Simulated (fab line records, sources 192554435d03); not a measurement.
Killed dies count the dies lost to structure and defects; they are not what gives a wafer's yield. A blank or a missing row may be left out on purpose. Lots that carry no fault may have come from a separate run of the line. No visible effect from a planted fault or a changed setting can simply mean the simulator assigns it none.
fab line records	flow n5_finfet
record lots=9	wafers=27	last_day=19
route steps=1938 shown BEOL_M4@1111 BEOL_M11@1569 PASSIVATION@1936
lots with no fault: from the same line, run without faults
start_h: start of the lot's first displayed wafer, in hours after the record's first day	wait_h: hours since the lot's step before	" as in the row above	L1.1+2: a row that stands for several wafers	- no value, or no start given	* or withheld: withheld	< > ~ a bound
route shown NAME@n: NAME is a module with steps in the file, n the number in the route of the first one	usual: average and standard deviation across the fault-free wafers	same: alike in all rows	chamber/n: place in a boat	sites: the reading at each site	_std_site: the values' standard deviation	_edge_site: outer sites' mean less inner sites'	radius_mm: for every site, how far away it sits from the centre of the wafer	mask NAME#n: copy n	behind: the last tool/chamber to shape the wafer	hold: the reason the lot was held/the length of the hold in hours/how it ended	device: whichever transistor did not switch (one of n, p or np)	end of line: the tests these same wafers got at the end of their route	where a step has no rows: the recipe by itself	killed: not the wafer's yield, but the dies lost to structure and defects at the first sort	map: per-die view of a wafer (x killed, . not killed, _ where there is no die)
set.NAME: the setting as run; set.NAME@STEP: as run at that earlier step	model.NAME: the simulator's own value behind a step, which no gauge read
a sample of lots followed through the steps of the route, with each step as a table and each wafer as a row
services: from which hour (start_h, from the record's first day; less than 0 if before it) a tool's chamber was out of use, for how many hours, and why
## steps
# step N5_BEOL_M4_RC_MEAS_101
# usual DIBL_N=36.8/1.9	DIBL_P=36.5/2.1	IOFF_N=0.17/0.038	IOFF_P=0.22/0.039	ION_N=675/12	ION_P=463/7.4	SS_N=71.6/0.71	SS_P=73.4/0.72	VT_N=249/3.3	VT_P=-250/3.3
lot.wafer	tool	chamber	start_h	wait_h	DIBL_N[mV/V]	DIBL_P[mV/V]	IOFF_N[nA/um]	IOFF_P[nA/um]	ION_N[uA/um]	ION_P[uA/um]	SS_N[mV/dec]	SS_P[mV/dec]	VT_N[mV]	VT_P[mV]
L505.3	prober-01	0	197.22	0.3	34.9	33.1	0.12	0.15	653	449	71.0	72.1	254	-257
L505.4	"	0	"	"	35.7	34.4	0.13	0.16	665	455	71.1	72.6	255	-255
L505.6	"	0	"	"	32.1	30.7	0.10	0.13	645	447	70.5	72.0	255	-255
L510.1	prober-01	0	230.79	0.0	36.0	36.5	0.19	0.24	684	467	72.3	73.6	247	-248
L510.4	"	0	"	"	35.7	35.2	0.16	0.21	659	457	72.1	73.2	252	-250
L510.5	"	0	"	"	35.4	34.8	0.15	0.20	659	457	71.8	72.9	250	-248
L509.1	prober-02	0	235.10	0.0	39.0	39.6	0.23	0.31	690	478	72.3	73.2	242	-245
L509.2	"	0	"	"	38.3	36.4	0.20	0.22	682	459	71.7	72.7	248	-250
L509.4	"	0	"	"	37.9	38.0	0.19	0.25	688	473	71.8	73.6	246	-247
L507.3	prober-02	0	237.44	0.3	33.6	33.0	0.12	0.16	654	458	70.5	72.4	253	-254
L507.4	"	0	"	"	36.5	35.9	0.16	0.20	667	456	71.6	73.9	250	-252
L507.5	"	0	"	"	37.0	37.0	0.17	0.21	657	452	71.3	74.4	249	-250
L519.1	prober-01	0	313.53	0.0	41.5	43.1	0.26	0.28	693	473	73.3	75.2	244	-251
L519.2	"	0	"	"	37.3	37.8	0.15	0.19	673	458	71.5	74.0	253	-255
L519.3	"	0	"	"	36.6	36.4	0.14	0.17	672	455	71.4	73.0	254	-256
L521.2	prober-02	0	330.36	0.2	34.5	33.5	0.12	0.15	681	463	70.7	72.4	252	-252
L521.3	"	0	"	"	35.6	34.9	0.13	0.17	677	462	71.7	73.2	254	-253
L521.4	"	0	"	"	36.0	35.2	0.15	0.17	676	456	72.1	73.9	250	-254
L524.2	prober-01	0	333.07	0.2	36.3	35.6	0.14	0.21	661	463	71.8	72.3	252	-248
L524.4	"	0	"	"	36.0	34.3	0.12	0.19	661	462	70.5	72.2	254	-251
L524.6	"	0	"	"	35.1	33.1	0.12	0.18	654	457	70.5	72.3	254	-250
L523.2	prober-02	0	337.79	0.2	38.5	38.1	0.20	0.25	698	472	72.2	73.8	244	-247
L523.3	"	0	"	"	41.7	40.6	0.28	0.31	685	470	72.6	74.5	242	-245
L523.5	"	0	"	"	36.9	34.9	0.16	0.20	680	465	71.7	73.5	250	-251
L522.3	prober-01	0	338.31	0.3	36.0	36.2	0.15	0.20	674	460	71.2	72.9	249	-252
L522.4	"	0	"	"	39.1	39.6	0.19	0.25	679	459	72.2	74.1	246	-249
L522.5	"	0	"	"	37.1	37.7	0.17	0.24	675	464	72.1	73.0	249	-252
# step N5_BEOL_M11_OVL_MEAS_29
# recipe points_per_wafer=44
# usual V10_OVL=-0.4/0.99
lot.wafer	tool	chamber	start_h	wait_h	V10_OVL[nm]
L505.3	overlay-01	0	267.15	0.1	-0.7
L505.4	"	0	"	"	0.8
L505.6	"	0	"	"	0.3
L509.1	overlay-01	0	290.89	0.0	-1.9
L509.2	"	0	"	"	-1.4
L509.4	"	0	"	"	-1.4
L510.1	overlay-01	0	303.91	0.0	0.4
L510.4	"	0	"	"	0.8
L510.5	"	0	"	"	-0.2
L507.3	overlay-02	0	304.08	0.0	-1.1
L507.4	"	0	"	"	-1.4
L507.5	"	0	"	"	0.0
L519.1	overlay-01	0	375.93	0.0	-0.2
L519.2	"	0	"	"	-0.3
L519.3	"	0	"	"	-1.3
L521.2	overlay-01	0	389.01	0.0	1.3
L521.3	"	0	"	"	1.1
L521.4	"	0	"	"	2.0
L524.2	overlay-01	0	399.40	0.0	-0.5
L524.4	"	0	"	"	-1.3
L524.6	"	0	"	"	-0.9
L523.2	overlay-01	0	402.25	0.0	-1.9
L523.3	"	0	"	"	-2.1
L523.5	"	0	"	"	-1.3
L522.3	overlay-01	0	406.14	0.0	-0.5
L522.4	"	0	"	"	-0.3
L522.5	"	0	"	"	-0.2
# step N5_BEOL_M11_DESCUM_33
# recipe chemistry=O2	time_s=7.9	source_power_w=50	bias_power_w=20	pressure_mtorr=20	rf_frequency_hz=2.712e+07	temp_c=40	resist=CAR-ArF	o2_flow_sccm=225
# usual drypump_motor_current_A=6.1/0.49	oes_product_au=0.76/0.088	rf_vpp_V=242.9/1.4	showerhead_plenum_p_Torr=2.08/0.071	throttle_valve_pct=20.48/0.25
lot.wafer	tool	chamber	start_h	wait_h	drypump_motor_current_A	oes_product_au	rf_hours_counter_h	rf_vpp_V	showerhead_plenum_p_Torr	throttle_valve_pct
L505.3	rie_diel-05	3	267.30	0.1	5.2	0.71	221	243.5	2.07	20.48
L505.4	"	0	"	"	5.9	0.88	-	244.1	2.13	19.96
L505.6	"	1	"	"	5.7	0.68	-	239.9	1.97	20.64
L509.1	rie_diel-06	2	291.15	0.2	6.7	0.68	246	240.1	1.98	20.71
L509.2	"	3	"	"	5.6	0.70	197	244.2	2.17	20.71
L509.4	"	0	"	"	6.5	0.87	62	245.4	2.13	20.24
L510.1	rie_diel-06	2	303.97	0.0	6.7	0.68	250	242.1	1.98	20.72
L510.4	"	0	"	"	6.5	0.87	65	243.0	2.13	20.24
L510.5	"	3	"	"	5.6	0.70	-	242.7	2.17	20.72
L507.3	rie_diel-02	3	304.14	0.0	6.6	0.75	146	241.5	2.01	20.70
L507.4	"	1	"	"	5.7	0.68	-	242.6	2.16	20.53
L507.5	"	0	"	"	6.6	0.71	-	243.6	2.08	20.77
L519.1	rie_diel-06	0	375.98	0.0	6.5	0.84	89	243.9	2.12	20.29
L519.2	"	1	"	"	5.8	0.72	198	242.3	2.00	20.24
L519.3	"	3	"	"	5.5	0.68	221	244.6	2.16	20.76
L521.2	rie_diel-06	3	389.31	0.3	5.6	0.67	225	245.2	2.16	20.76
L521.3	"	1	"	"	5.8	0.72	203	241.0	2.00	20.25
L521.4	"	2	"	"	6.7	0.94	14	245.3	2.24	20.44
L524.2	rie_diel-06	1	399.50	0.1	5.8	0.73	205	241.1	2.00	20.25
L524.4	"	3	"	"	5.6	0.68	228	245.1	2.16	20.77
L524.6	"	2	"	"	6.7	0.94	-	244.9	2.24	20.45
L523.2	rie_diel-05	3	402.31	0.0	5.2	0.94	11	242.8	2.06	20.23
L523.3	"	2	"	"	6.8	0.88	32	242.2	2.06	20.15
L523.5	"	3	"	"	5.2	0.94	-	244.2	2.06	20.25
L522.3	rie_diel-06	3	406.40	0.2	5.6	0.67	230	243.9	2.16	20.76
L522.4	"	1	"	"	5.8	0.71	207	241.7	1.99	20.26
L522.5	"	1	"	"	5.8	0.72	-	242.5	2.00	20.27
# step N5_BEOL_M11_TRENCH_ETCH_37
# recipe chemistry=C4F6/O2	target_depth_a=1488.3	target=SiCOH_lowk	time_s=48	ion_energy_ev=250	pressure_mtorr=30	source_w=345	bias_w=185	Ar_flow_sccm=300	C4F6_flow_sccm=10	O2_flow_sccm=10
# usual C4F6_flow_sccm=10.001/0.03	O2_flow_sccm=10.00/0.032	drypump_motor_current_A=6.1/0.49	oes_o_777_au=0.76/0.084	oes_product_au=0.76/0.087	rf_vpp_V=669/12	showerhead_plenum_p_Torr=2.83/0.093	throttle_valve_pct=20.96/0.27
lot.wafer	tool	chamber	start_h	wait_h	C4F6_flow_sccm	O2_flow_sccm	drypump_motor_current_A	oes_o_777_au	oes_product_au	rf_hours_counter_h	rf_vpp_V	showerhead_plenum_p_Torr	throttle_valve_pct
L505.3	rie_diel-05	3	267.61	-	9.961	9.96	5.2	0.74	0.71	221	657	2.84	21.11
L505.4	"	0	"	"	9.999	10.01	5.9	0.88	0.87	-	672	2.89	20.43
L505.6	"	1	"	"	10.011	10.01	5.7	0.66	0.68	-	673	2.72	21.30
L509.1	rie_diel-06	2	291.46	-	9.990	10.00	6.7	0.71	0.69	247	673	2.71	21.21
L509.2	"	3	"	"	10.049	10.00	5.5	0.73	0.71	197	686	2.94	21.17
L509.4	"	0	"	"	9.991	9.96	6.5	0.84	0.86	62	672	2.90	20.78
L510.1	rie_diel-06	2	304.28	-	9.966	10.06	6.7	0.70	0.69	250	671	2.71	21.24
L510.4	"	0	"	"	10.034	9.96	6.4	0.85	0.85	65	670	2.90	20.77
L510.5	"	3	"	"	9.962	10.01	5.6	0.71	0.71	-	686	2.94	21.19
L507.3	rie_diel-02	3	304.45	-	9.979	9.98	6.5	0.78	0.75	146	654	2.71	21.05
L507.4	"	1	"	"	10.030	9.97	5.7	0.69	0.68	-	667	2.93	20.96
L507.5	"	0	"	"	9.987	10.03	6.6	0.73	0.72	-	682	2.83	21.27
L519.1	rie_diel-06	0	376.30	-	-	-	-	-	-	-	-	-	-
L519.2	"	1	"	"	-	-	-	-	-	-	-	-	-
L519.3	"	3	"	"	-	-	-	-	-	-	-	-	-
L521.2	rie_diel-06	3	389.62	-	-	-	-	-	-	-	-	-	-
L521.3	"	1	"	"	-	-	-	-	-	-	-	-	-
L521.4	"	2	"	"	-	-	-	-	-	-	-	-	-
L524.2	rie_diel-06	1	399.81	-	9.995	9.98	5.8	0.69	0.70	206	679	2.70	20.66
L524.4	"	3	"	"	10.036	10.00	5.5	0.70	0.68	228	685	2.93	21.22
L524.6	"	2	"	"	9.968	10.03	6.7	0.94	0.95	-	685	3.04	20.95
L523.2	rie_diel-05	3	402.62	-	10.022	10.05	5.2	0.96	0.95	12	657	2.82	20.89
L523.3	"	2	"	"	10.016	10.02	6.7	0.87	0.88	32	648	2.79	20.60
L523.5	"	3	"	"	10.018	10.02	5.2	0.96	0.94	-	657	2.82	20.86
L522.3	rie_diel-06	3	406.71	-	9.983	10.10	5.5	0.69	0.69	230	686	2.93	21.21
L522.4	"	1	"	"	10.010	9.99	5.8	0.69	0.70	207	678	2.70	20.67
L522.5	"	1	"	"	10.025	10.00	5.7	0.69	0.71	-	677	2.70	20.67
# step N5_BEOL_M11_OCD_MEAS_38
# usual trench_depth_nm=148/3.8
lot.wafer	tool	chamber	start_h	wait_h	trench_depth_nm
L505.3	ocd-02	-	267.79	-	147
L505.4	"	-	"	"	148
L505.6	"	-	"	"	140
L509.1	ocd-01	-	291.64	-	150
L509.2	"	-	"	"	152
L509.4	"	-	"	"	151
L510.1	ocd-01	-	304.46	-	149
L510.4	"	-	"	"	152
L510.5	"	-	"	"	151
L507.3	ocd-02	-	304.64	-	146
L507.4	"	-	"	"	142
L507.5	"	-	"	"	149
L519.1	ocd-01	-	376.48	-	0
L519.2	"	-	"	"	0
L519.3	"	-	"	"	0
L521.2	ocd-01	-	389.80	-	0
L521.3	"	-	"	"	1
L521.4	"	-	"	"	0
L524.2	ocd-01	-	399.99	-	144
L524.4	"	-	"	"	151
L524.6	"	-	"	"	155
L523.2	ocd-01	-	402.80	-	154
L523.3	"	-	"	"	151
L523.5	"	-	"	"	154
L522.3	ocd-02	-	406.90	-	151
L522.4	"	-	"	"	144
L522.5	"	-	"	"	145
# step N5_BEOL_M11_CD_MEAS_35
# recipe target_cd_nm=70	polarity=opening
# usual cd_nm=70.3/0.62
lot.wafer	tool	chamber	start_h	wait_h	cd_nm
L505.3	cd_sem-02	-	267.94	0.0	70.7
L505.4	"	-	"	"	70.0
L505.6	"	-	"	"	70.6
L509.1	cd_sem-03	-	291.79	0.0	71.9
L509.2	"	-	"	"	70.8
L509.4	"	-	"	"	71.4
L510.1	cd_sem-02	-	304.62	0.0	71.2
L510.4	"	-	"	"	69.6
L510.5	"	-	"	"	70.6
L507.3	cd_sem-03	-	304.79	0.0	70.1
L507.4	"	-	"	"	69.9
L507.5	"	-	"	"	70.8
L519.1	cd_sem-02	-	376.63	0.0	70.3
L519.2	"	-	"	"	70.6
L519.3	"	-	"	"	70.6
L521.2	cd_sem-03	-	389.96	0.0	69.8
L521.3	"	-	"	"	71.3
L521.4	"	-	"	"	69.5
L524.2	cd_sem-01	-	400.15	0.0	71.4
L524.4	"	-	"	"	71.0
L524.6	"	-	"	"	70.2
L523.2	cd_sem-03	-	402.97	0.0	70.4
L523.3	"	-	"	"	69.9
L523.5	"	-	"	"	70.8
L522.3	cd_sem-03	-	407.05	0.0	70.2
L522.4	"	-	"	"	69.5
L522.5	"	-	"	"	70.9
# step N5_PASSIVATION_PROBE_49
# usual defect_limited_yield=91.3/1.4	killed_at_M0_to_M3=33/11	killed_at_M4_up=15/6.2	killed_at_contacts=13/6.5	killed_at_front_end=38/11	killed_at_other=3.4/2.6	killed_dies=102/17	killed_on_rim=13/4.1	killed_open=67/12	killed_short=34/7.9	sort_bin_5_function=5.1/0.88	sort_bin_6_memory=3.3/0.65	sort_n_pass=1078/17	sort_yield_pct=91.3/1.4
# same gross_dies=1180	killed_at_back_side=0	sort_bin_4_leakage[%]=0	sort_bin_8_speed[%]=0
lot.wafer	tool	chamber	start_h	wait_h	defect_limited_yield[%]	killed_at_M0_to_M3	killed_at_M4_up	killed_at_contacts	killed_at_front_end	killed_at_other	killed_dies	killed_on_rim	killed_open	killed_short	sort_bin_5_function[%]	sort_bin_6_memory[%]	sort_n_pass	sort_yield_pct[%]
L510.1	prober-02	-	340.67	0.3	89.9	36	11	11	60	1	119	18	70	45	6.2	3.4	1061	89.9
L510.4	prober-02	-	340.82	0.5	89.7	43	5	8	57	9	122	10	68	47	5.0	4.7	1058	89.7
L510.5	prober-02	-	340.87	0.5	91.0	28	13	8	55	2	106	14	70	31	4.7	3.6	1074	91.0
L519.1	prober-02	-	420.13	0.0	0	39	1084	6	50	1	1180	152	75	41	96.4	3.0	0	0
L519.2	prober-02	-	420.18	0.1	0	34	1087	9	46	4	1180	152	66	46	96.4	3.1	0	0
L519.3	prober-02	-	420.23	0.1	0	38	1099	14	29	0	1180	152	68	37	96.3	3.4	0	0
L521.2	prober-02	-	434.81	0.8	0	31	1109	4	25	11	1180	152	44	36	97.9	1.9	0	0
L521.3	prober-02	-	434.86	0.8	0	26	1092	17	34	11	1180	152	69	28	96.4	3.6	0	0
L521.4	prober-02	-	434.91	0.9	0	17	1097	25	34	7	1180	152	64	32	97.5	1.8	0	0
L524.2	prober-01	-	449.98	0.1	90.9	34	16	8	43	6	107	13	74	33	5.1	3.8	1073	90.9
L524.4	prober-01	-	450.08	0.2	91.0	42	14	18	29	3	106	9	72	34	4.7	4.1	1074	91.0
L524.6	prober-01	-	450.18	0.3	90.7	32	25	5	39	9	110	14	67	43	6.0	3.1	1070	90.7
# killed by level:class
L510.1 FIN_SAQP:geometric_particle:short=18 FIN_SAQP:geometric_particle:open=13 STI_FIN_REVEAL:geometric_particle:open=11 BEOL_M0_SAQP:geometric_particle:open=10 BEOL_M0_SAQP:geometric_particle:short=8 MOL_CONTACT_COAG:geometric_particle:open=7 BEOL_M2:geometric_particle:open=5 GATE_CUT:geometric_particle:short=4
L510.4 FIN_SAQP:geometric_particle:short=19 FIN_SAQP:geometric_particle:open=12 BEOL_M1:geometric_particle:open=12 BEOL_M0_SAQP:geometric_particle:short=10 STI_FIN_REVEAL:geometric_particle:open=8 BEOL_M3:geometric_particle:open=8 MOL_CONTACT_COAG:geometric_particle:open=7 BEOL_M0_SAQP:geometric_particle:open=6
L510.5 FIN_SAQP:geometric_particle:open=16 STI_FIN_REVEAL:geometric_particle:open=10 FIN_SAQP:geometric_particle:short=9 BEOL_M1:geometric_particle:open=9 MOL_CONTACT_COAG:geometric_particle:open=6 BEOL_M0_SAQP:geometric_particle:open=6 BEOL_M5:geometric_particle:open=6 DUMMY_GATE:geometric_particle:open=4
L519.1 BEOL_M11:area_etch=1062 BEOL_M4:geometric_particle:open=15 GATE_CUT:geometric_particle:short=13 FIN_SAQP:geometric_particle:short=11 BEOL_M0_SAQP:geometric_particle:open=11 BEOL_M2:geometric_particle:open=9 DUMMY_GATE:geometric_particle:open=8 BEOL_M3:geometric_particle:open=7
L519.2 BEOL_M11:area_etch=1067 FIN_SAQP:geometric_particle:short=17 BEOL_M4:geometric_particle:open=11 BEOL_M3:geometric_particle:open=8 FIN_SAQP:geometric_particle:open=7 BEOL_M0_SAQP:geometric_particle:short=7 MOL_CONTACT_COAG:geometric_particle:open=7 GATE_CUT:geometric_particle:short=6
L519.3 BEOL_M11:area_etch=1072 MOL_CONTACT_COAG:geometric_particle:open=12 BEOL_M0_SAQP:geometric_particle:short=11 BEOL_M2:geometric_particle:open=9 BEOL_M0_SAQP:geometric_particle:open=6 FIN_SAQP:geometric_particle:open=5 FIN_SAQP:geometric_particle:short=5 DUMMY_GATE:geometric_particle:open=5
L521.2 BEOL_M11:area_etch=1098 BEOL_M0_SAQP:geometric_particle:short=12 STI_FIN_REVEAL:geometric_particle:open=7 BEOL_M0_SAQP:geometric_particle:open=6 BEOL_M4:geometric_particle:open=6 PASS1_CAP:geometric_particle:short=5 BEOL_M2:geometric_particle:open=5 STARTING-WAFER:geometric_particle:short=5
L521.3 BEOL_M11:area_etch=1080 MOL_CONTACT_COAG:geometric_particle:open=13 STI_FIN_REVEAL:geometric_particle:open=9 BEOL_M2:geometric_particle:open=9 FIN_SAQP:geometric_particle:short=8 BEOL_M4:geometric_particle:open=6 BEOL_M0_SAQP:geometric_particle:open=6 PASS1_CAP:geometric_particle:open=5
L521.4 BEOL_M11:area_etch=1080 MOL_CONTACT_COAG:geometric_particle:open=20 STI_FIN_REVEAL:geometric_particle:open=11 BEOL_M4:geometric_particle:open=7 FIN_SAQP:geometric_particle:short=6 MOL_CONTACT_COAG:geometric_particle:short=5 PASS1_CAP:geometric_particle:short=4 STI_FIN_REVEAL:geometric_particle:short=3
L524.2 FIN_SAQP:geometric_particle:short=11 BEOL_M2:geometric_particle:open=11 FIN_SAQP:geometric_particle:open=9 MOL_CONTACT_COAG:geometric_particle:open=7 BEOL_M4:geometric_particle:open=7 STI_FIN_REVEAL:geometric_particle:open=5 BEOL_M3:geometric_particle:open=5 BEOL_M1:geometric_particle:open=5
L524.4 MOL_CONTACT_COAG:geometric_particle:open=14 BEOL_M3:geometric_particle:open=13 DUMMY_GATE:geometric_particle:open=9 BEOL_M2:geometric_particle:open=7 BEOL_M1:geometric_particle:open=5 FIN_SAQP:geometric_particle:short=4 GATE_CUT:geometric_particle:short=4 MOL_CONTACT_COAG:geometric_particle:short=4
L524.6 DUMMY_GATE:geometric_particle:open=9 FIN_SAQP:geometric_particle:short=8 BEOL_M4:geometric_particle:open=8 BEOL_M2:geometric_particle:open=8 FIN_SAQP:geometric_particle:open=7 BEOL_M2:geometric_particle:short=6 GATE_CUT:geometric_particle:short=5 MOL_CONTACT_COAG:geometric_particle:open=5
## services
tool	chamber	start_h	hours	kind
rie_diel-05	2	250.56	-	clean
rie_diel-05	2	250.56	-	consumable_replace:focus_ring
rie_diel-05	2	250.56	17.4	scheduled_down
rie_diel-05	2	250.56	17.4	vent_cycle
rie_diel-02	2	299.96	-	clean
rie_diel-02	2	299.96	-	consumable_replace:focus_ring
rie_diel-02	2	299.96	22.6	scheduled_down
rie_diel-06	2	304.96	-	clean
rie_diel-06	2	304.96	-	consumable_replace:focus_ring
rie_diel-06	2	304.96	-	consumable_replace:showerhead
rie_diel-06	2	304.96	12.3	scheduled_down
rie_diel-06	2	304.96	12.3	vent_cycle
rie_diel-06	1	319.92	6.7	repair
rie_diel-06	3	357.07	4.4	repair
rie_diel-05	3	357.31	-	clean
rie_diel-05	3	357.31	-	consumable_replace:focus_ring
rie_diel-05	3	357.31	14.6	scheduled_down
rie_diel-05	3	357.31	14.6	vent_cycle
rie_diel-05	2	361.93	29.1	repair
rie_diel-05	1	391.05	-	clean
rie_diel-05	1	391.05	-	consumable_replace:focus_ring
rie_diel-05	1	391.05	-	consumable_replace:showerhead
rie_diel-05	1	391.05	27.9	scheduled_down
rie_diel-05	1	391.05	27.9	vent_cycle
## key
first_sign step=N5_BEOL_M11_TRENCH_ETCH_37	reading=tool_record	direction=missing
effect step=N5_BEOL_M11_OCD_MEAS_38	reading=trench_depth_nm	direction=down	sigmas=39	usual=148	struck=0
effect step=N5_PASSIVATION_PROBE_49	reading=killed_at_M4_up	direction=up	sigmas=99+	usual=15	struck=1095
more_kills_born_at N5_BEOL_M11_TRENCH_ETCH_37@rie_diel-06=6459
met_at N5_BEOL_M11_TRENCH_ETCH_37
struck_lots L519,L521
later_rows_left_out L519.1,L519.2,L519.3,L521.2,L521.3,L521.4
not_acting_at N5_BEOL_M11_OVL_MEAS_29,N5_BEOL_M11_DESCUM_33,N5_BEOL_M11_CD_MEAS_35
onset_between 304.28 376.30
fault kind=skipped_step_whole	tool=rie_diel-06	chamber=-	onset_h=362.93	steps=N5_BEOL_M11_TRENCH_ETCH_37	scope=struck_lots_only
# later_rows_left_out: the simulator's readings of these wafers behind a module that went badly wrong aren't trusted and aren't shown, but for the sort
